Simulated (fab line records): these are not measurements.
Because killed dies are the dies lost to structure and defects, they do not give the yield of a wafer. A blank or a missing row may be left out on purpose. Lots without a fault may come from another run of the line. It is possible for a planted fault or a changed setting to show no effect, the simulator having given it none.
fab line records	flow nand_harc
record: lots: 13	wafers: 39	last_day: 25
route steps=1159 shown P_GATE@145
lots that met no fault: taken from a fault-free run of the same line
start_h: hours from the record's first day to the start of the lot's first wafer shown	wait_h: how many hours have passed since the lot's step before this one	" as in the row above	L1.1+2: a row that stands for several wafers	- either no value or no given start	* or withheld: withheld	< > ~ a bound
route shown NAME@n: names a module that has steps shown in the file, with the first one's number in the route	usual: mean and standard deviation over wafers with no fault	same: alike in all rows	chamber/n: place in a boat	sites: readings site by site	_std_site: standard deviation of those values	_edge_site: the outer-site mean with the inner-site mean subtracted	radius_mm: for every site, how far away it sits from the centre of the wafer	mask NAME#n: copy n	behind: the most recent tool/chamber to have shaped the wafer	hold: cause of the lot's hold/its duration in hours/its outcome	device: the n, p or np transistor that did not switch	end of line: the tests these same wafers got at the end of their route	a step with no rows: only its recipe	killed: at the first sort, the dies lost to defects and structure; wafer yield is something else	map: a wafer's dies, x killed, . not, _ none there
set.NAME: the setting the step ran with; set.NAME@STEP: the setting that earlier step ran with	model.NAME: the simulator's own value behind a step, which no gauge read
a sample of lots followed through the steps of the route, with each step as a table and each wafer as a row
services: when a tool's chamber went out of use (start_h, in hours from the record's first day, below 0 if earlier), for how many hours, and the reason
== steps ==
step: NHARC_P_GATE_ETCH_104
recipe: target_depth_a: 600	time_s: withheld	cf4_flow_sccm: 100	chf3_flow_sccm: 30	ar_flow_sccm: 0	rf_w: 500	bias_w: 200	chemistry: CF4/CHF3
usual: drypump_motor_current_A: 5.98/0.21	oes_product_au: 0.953/0.019	rf_fwd_power_W: 493.6/2.3	rf_vpp_V: 370.5/2.2	showerhead_plenum_p_Torr: 1.57/0.065	throttle_valve_pct: 16.803/0.0088
lot.wafer	tool	chamber	start_h	wait_h	drypump_motor_current_A	oes_product_au	rf_fwd_power_W	rf_vpp_V	showerhead_plenum_p_Torr	throttle_valve_pct
L409.4	rie_diel-01	1	97.77	0.1	6.14	0.926	494.4	372.4	1.66	16.810
L409.3	"	2	"	"	5.71	0.932	489.7	368.5	1.50	16.814
L409.2	"	3	"	"	5.50	0.929	495.4	368.0	1.46	16.796
L410.2	rie_diel-02	3	97.83	0.3	5.96	0.937	492.8	369.8	1.53	16.805
L410.5	"	2	"	"	6.04	0.946	494.7	370.2	1.54	16.808
L410.6	"	3	"	"	5.98	0.945	493.0	369.9	1.53	16.798
L411.2	rie_diel-12	1	104.21	0.1	5.78	0.929	492.0	367.2	1.50	16.795
L411.3	"	2	"	"	5.55	0.913	490.6	371.2	1.57	16.793
L411.5	"	3	"	"	6.20	0.955	496.4	373.1	1.66	16.814
L412.2	rie_diel-02	1	104.66	0.1	6.24	0.935	497.8	374.7	1.67	16.803
L412.4	"	3	"	"	5.98	0.925	492.3	369.5	1.53	16.799
L412.6	"	1	"	"	6.23	0.925	497.4	374.9	1.67	16.814
L413.3	rie_diel-02	1	112.06	0.1	6.21	0.962	492.3	373.6	1.67	16.796
L413.2	"	2	"	"	6.01	0.970	494.9	369.2	1.54	16.810
L413.4	"	2	"	"	6.06	0.969	497.0	367.9	1.53	16.799
L414.1	rie_diel-02	1	112.61	0.1	6.22	0.959	497.7	373.5	1.67	16.788
L414.3	"	3	"	"	6.01	0.957	493.1	370.9	1.53	16.803
L414.5	"	3	"	"	5.98	0.947	492.7	369.5	1.53	16.812
L415.3	rie_diel-02	3	127.43	0.1	5.96	0.945	491.5	369.1	1.53	16.793
L415.2	"	1	"	"	6.22	0.955	496.2	373.9	1.67	16.801
L415.6	"	1	"	"	6.22	0.958	499.2	373.5	1.67	16.807
L417.1	rie_diel-02	3	130.40	0.1	5.94	0.916	493.4	370.2	1.53	16.805
L417.5	"	2	"	"	6.01	0.930	490.8	368.7	1.53	16.794
L417.4	"	3	"	"	5.96	0.931	493.4	369.5	1.53	16.815
L419.1	rie_diel-12	0	144.80	0.5	6.11	0.957	494.5	371.7	1.59	16.794
L419.2	"	2	"	"	5.60	0.953	493.2	370.2	1.57	16.812
L419.3	"	3	"	"	6.18	0.951	492.6	373.9	1.66	16.814
L424.3	rie_diel-02	2	182.26	0.1	6.08	0.978	494.2	368.5	1.53	16.808
L424.1	"	3	"	"	6.03	0.981	490.9	369.3	1.53	16.809
L424.6	"	1	"	"	6.23	0.966	495.9	374.1	1.66	16.796
L429.1	rie_diel-02	3	209.79	0.1	5.97	0.946	491.1	369.7	1.53	16.791
L429.2	"	1	"	"	6.25	0.957	497.4	373.1	1.66	16.800
L429.3	"	2	"	"	5.99	0.949	494.7	371.0	1.53	16.806
L430.2	rie_diel-12	2	216.77	0.1	5.60	0.966	491.9	371.5	1.57	16.813
L430.3	"	3	"	"	6.19	0.983	495.9	373.5	1.65	16.794
L430.6	"	1	"	"	5.79	0.965	492.8	367.9	1.49	16.805
L432.3	rie_diel-12	3	222.85	0.1	6.17	0.969	498.0	372.4	1.65	16.794
L432.2	"	0	"	"	6.11	0.951	493.6	372.1	1.59	16.813
L432.6	"	2	"	"	5.57	0.975	491.0	369.5	1.57	16.810
step: NHARC_P_GATE_ALD_36
recipe: target_thk_a: 200	pulse_time_s: 60	ald_cycles: 223	temp_c: 400	material: SiNx
usual: heater_power_w: 852/46	precursor_pulse_height_rel: 0.999/0.018
lot.wafer	tool	chamber	start_h	wait_h	heater_power_w	precursor_pulse_height_rel	since_wet_clean_h
L409.4	ald_sin-02	3	99.67	-	745	1.003	42
L409.2	"	0	100.72	-	891	1.015	43
L409.3	"	2	102.84	-	881	0.967	45
L410.2	ald_sin-03	0	101.47	-	879	1.004	164
L410.6	"	2	103.61	-	819	1.002	-
L410.5	"	3	104.69	-	758	1.038	-
L412.2	ald_sin-03	0	107.69	-	874	0.964	170
L412.4	"	2	109.82	-	858	0.991	172
L412.6	"	0	111.94	-	910	1.002	-
L411.3	ald_sin-01	3	107.97	-	945	1.006	128
L411.2	"	0	109.04	-	886	1.018	129
L411.5	"	1	110.11	-	831	1.001	-
L413.3	ald_sin-02	2	113.42	-	874	0.985	56
L413.4	"	3	114.48	-	760	1.005	57
L413.2	"	1	116.61	-	868	1.018	59
L414.3	ald_sin-01	2	115.08	-	825	1.029	135
L414.1	"	0	117.21	-	874	0.975	137
L414.5	"	2	119.34	-	817	0.998	-
L415.2	ald_sin-03	3	128.73	-	815	0.979	8
L415.3	"	2	131.92	-	859	0.963	11
L415.6	"	0	134.05	-	866	0.998	-
L417.1	ald_sin-02	1	133.03	-	876	1.026	75
L417.5	"	0	135.79	-	881	1.014	-
L417.4	"	1	137.16	-	895	0.963	-
L419.3	ald_sin-01	3	146.23	-	944	0.979	166
L419.2	"	1	148.37	-	849	1.003	169
L419.1	"	2	149.44	-	830	0.987	170
L424.1	ald_sin-03	3	185.52	-	835	0.995	65
L424.3	"	0	186.56	-	879	1.008	66
L424.6	"	1	187.61	-	842	1.006	-
L429.3	ald_sin-02	2	210.96	-	900	0.959	153
L429.2	"	3	212.03	-	768	1.000	154
L429.1	"	0	213.11	-	888	1.010	155
L430.3	ald_sin-03	0	219.01	-	910	1.001	98
L430.2	"	1	220.07	-	845	1.001	99
L430.6	"	3	222.18	-	836	0.989	-
L432.2	ald_sin-02	1	224.06	-	905	0.980	166
L432.3	"	3	226.18	-	764	1.016	168
L432.6	"	2	229.37	-	902	1.019	-
step: NHARC_P_GATE_EXPOSE_56
recipe: na: 0.6	target_cd_nm: 720	dose_mj: 14.81	mask_id: P_PSD
lot.wafer	tool	chamber	start_h	wait_h	mask
L410.2+5+6	krf_scanner-02	0	112.00	-	P_PSD#0
L409.2+3+4	krf_scanner-04	0	112.37	-	P_PSD#0
L411.2+3+5	krf_scanner-03	0	118.41	-	P_PSD#0
L412.2+4+6	krf_scanner-04	0	119.03	-	P_PSD#0
L413.2+3+4	krf_scanner-02	0	125.69	-	P_PSD#0
L414.1+3+5	krf_scanner-03	0	126.22	-	P_PSD#0
L415.2+3+6	krf_scanner-04	0	140.93	-	P_PSD#0
L417.1+4+5	krf_scanner-02	0	145.62	-	P_PSD#0
L419.1+2+3	krf_scanner-02	0	159.38	-	P_HVN#0
L424.1+3+6	krf_scanner-02	0	195.39	-	P_PSD#0
L429.1+2+3	krf_scanner-02	0	223.09	-	P_PSD#0
L430.2+3+6	krf_scanner-02	0	229.96	-	P_PSD#0
L432.2+3+6	krf_scanner-02	0	236.19	-	P_PSD#0
step: NHARC_P_GATE_CD_MEAS_59
recipe: target_cd_nm: 720	landing_energy_ev: 500
usual: cd_nm: 720.1/1.4
lot.wafer	tool	chamber	start_h	wait_h	cd_nm
L410.2	cd_sem-02	0	112.16	-	719.4
L410.5	"	0	"	"	719.4
L410.6	"	0	"	"	718.8
L409.2	cd_sem-01	0	112.53	-	720.4
L409.3	"	0	"	"	720.2
L409.4	"	0	"	"	719.8
L411.2	cd_sem-02	0	118.57	-	720.5
L411.3	"	0	"	"	722.5
L411.5	"	0	"	"	721.0
L412.2	cd_sem-03	0	119.18	-	719.8
L412.4	"	0	"	"	720.9
L412.6	"	0	"	"	721.2
L413.2	cd_sem-01	0	125.84	-	716.4
L413.3	"	0	"	"	718.4
L413.4	"	0	"	"	718.1
L414.1	cd_sem-02	0	126.38	-	720.4
L414.3	"	0	"	"	719.3
L414.5	"	0	"	"	719.6
L415.2	cd_sem-01	0	141.09	-	720.5
L415.3	"	0	"	"	720.8
L415.6	"	0	"	"	719.5
L417.1	cd_sem-03	0	145.78	-	719.5
L417.4	"	0	"	"	717.8
L417.5	"	0	"	"	718.7
L419.1	cd_sem-03	0	159.53	-	-
L419.2	"	0	"	"	-
L419.3	"	0	"	"	-
L424.1	cd_sem-01	0	195.54	-	718.6
L424.3	"	0	"	"	720.2
L424.6	"	0	"	"	719.5
L429.1	cd_sem-03	0	223.25	-	721.2
L429.2	"	0	"	"	719.9
L429.3	"	0	"	"	720.5
L430.2	cd_sem-02	0	230.11	-	719.1
L430.3	"	0	"	"	718.8
L430.6	"	0	"	"	719.7
L432.2	cd_sem-03	0	236.35	-	720.8
L432.3	"	0	"	"	720.9
L432.6	"	0	"	"	721.4
step: NHARC_P_GATE_CD_MEAS_91
recipe: target_cd_nm: 2000	landing_energy_ev: 500
usual: cd_nm: 2000.1/1.1
lot.wafer	tool	chamber	start_h	wait_h	cd_nm
L410.2	cd_sem-03	0	113.93	-	1999.8
L410.5	"	0	"	"	2000.9
L410.6	"	0	"	"	1998.9
L409.2	cd_sem-01	0	114.25	-	2000.9
L409.3	"	0	"	"	2000.8
L409.4	"	0	"	"	2000.7
L411.2	cd_sem-02	0	120.32	-	1999.7
L411.3	"	0	"	"	2000.0
L411.5	"	0	"	"	2000.5
L412.2	cd_sem-01	0	120.96	-	2000.9
L412.4	"	0	"	"	2001.0
L412.6	"	0	"	"	2000.1
L413.2	cd_sem-01	0	127.56	-	2001.1
L413.3	"	0	"	"	2001.2
L413.4	"	0	"	"	2001.6
L414.1	cd_sem-01	0	127.97	-	2000.8
L414.3	"	0	"	"	1998.0
L414.5	"	0	"	"	2001.4
L415.2	cd_sem-02	0	142.81	-	2000.0
L415.3	"	0	"	"	2001.0
L415.6	"	0	"	"	1999.6
L417.1	cd_sem-02	0	147.36	-	1999.5
L417.4	"	0	"	"	2000.0
L417.5	"	0	"	"	2000.0
L419.1	cd_sem-01	0	161.24	-	1998.3
L419.2	"	0	"	"	1998.6
L419.3	"	0	"	"	1999.1
L424.1	cd_sem-03	0	197.30	-	2000.3
L424.3	"	0	"	"	1999.6
L424.6	"	0	"	"	2000.3
L429.1	cd_sem-03	0	224.95	-	2001.5
L429.2	"	0	"	"	2001.6
L429.3	"	0	"	"	2000.4
L430.2	cd_sem-02	0	231.73	-	1997.7
L430.3	"	0	"	"	1999.4
L430.6	"	0	"	"	1998.7
L432.2	cd_sem-01	0	238.06	-	2000.4
L432.3	"	0	"	"	2000.7
L432.6	"	0	"	"	2001.9
== services ==
tool	chamber	start_h	hours	kind
rie_diel-12	3	77.39	19.3	repair
rie_diel-02	0	80.81	-	clean
rie_diel-02	1	80.81	-	clean
rie_diel-02	2	80.81	-	clean
krf_scanner-04	-	84.62	4.0	pm
rie_diel-02	0	87.14	44.0	repair
rie_diel-01	2	113.03	9.2	repair
ald_sin-03	-	117.65	0.3	repair
rie_diel-02	1	118.07	3.5	repair
krf_scanner-02	-	127.78	0.4	repair
ald_sin-02	2	130.14	14.1	repair
krf_scanner-03	-	131.76	2.0	repair
krf_scanner-02	-	132.20	0.5	repair
rie_diel-01	-	137.80	9.0	pm
rie_diel-02	-	150.70	9.0	pm
krf_scanner-04	-	155.50	0.1	repair
krf_scanner-03	-	168.00	4.0	pm
krf_scanner-03	-	182.77	2.1	repair
rie_diel-12	-	202.40	9.0	pm
krf_scanner-02	-	210.00	4.0	pm
krf_scanner-02	-	216.41	0.1	repair
krf_scanner-03	-	229.71	0.4	repair
ald_sin-01	0	229.91	16.1	repair
krf_scanner-03	-	233.52	6.4	repair
== key ==
first_sign: step: NHARC_P_GATE_EXPOSE_56	reading: mask	direction: changed
effect: step: NHARC_P_GATE_CD_MEAS_59	reading: cd_nm	direction: missing
met_at NHARC_P_GATE_EXPOSE_56
struck_lots L419
later_rows_left_out L419.1,L419.2,L419.3
sort_left_out L419.1,L419.2,L419.3
tester_left_out L419
not_acting_at NHARC_P_GATE_ETCH_104,NHARC_P_GATE_ALD_36,NHARC_P_GATE_CD_MEAS_91
onset_between 145.62 159.38
fault: kind: wrong_mask	tool: any	chamber: -	onset_h: 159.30	steps: NHARC_P_GATE_EXPOSE_56	aux_copy: P_HVN#0	scope: struck_lots_only
tester_left_out: of these lots the tester's yield and bins aren't shown, on N5 and GAA mostly nor the transistor test; their killed dies are dies lost to structure and defects alone, not to doping, threshold or leakage, so they don't give the yield
sort_left_out: the simulated sort isn't trusted on such a fault, so these wafers' sort isn't shown, and their yield isn't known
later_rows_left_out: the simulator's readings of these wafers behind a module that went badly wrong aren't trusted and aren't shown, but for the sort
